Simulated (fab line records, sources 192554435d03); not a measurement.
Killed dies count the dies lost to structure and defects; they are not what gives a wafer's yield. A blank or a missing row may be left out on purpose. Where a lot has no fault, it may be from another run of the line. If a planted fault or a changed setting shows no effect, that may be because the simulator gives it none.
Matching of chambers    flow n5Finfet    N5_BEOL_M6_STRIP_67 on rieDiel-02: 4 sister chambers
The step strips in CF4. 4 wafers are shown with their chamber, then 7 later ones without.

## WAFERS PAIRED WITH THEIR CHAMBERS
wafer   chamber  showerheadPlenumPTorr (Torr)
L895.1  2        1.77
L899.5  3        1.73
L900.1  0        1.63
L900.2  1        1.83

## WAFERS WITHOUT THEIR CHAMBER
wafer   showerheadPlenumPTorr (Torr)
L900.4  1.76
L901.2  1.73
L901.3  1.83
L901.5  1.73
L902.1  1.73
L902.3  1.63
L902.5  1.83

## THE CHAMBER EACH PASSED THROUGH
wafer   from the rows above  in truth
L900.4  2                    2
L901.2  3                    3
L901.3  1                    1
L901.5  3                    3
L902.1  3                    3
L902.3  0                    0
L902.5  1                    1
Placed correctly: 7 of 7. Left unplaced by these rows: 0. 0 placed wrongly.
How it was worked out, from the rows above alone: a wafer's distance from a chamber is the root of the sum, over the readings, of the square of ((its reading less the chamber's mean) divided by the reading's scatter). If the next closest chamber is less than 2 further off than the closest, the wafer can't be placed; otherwise it belongs to the closest. The mean given for a chamber averages the wafers shown for that chamber. The scatter: with one shown wafer a chamber, the root of the mean of the squares of how far each hidden wafer lies from its nearest shown one.
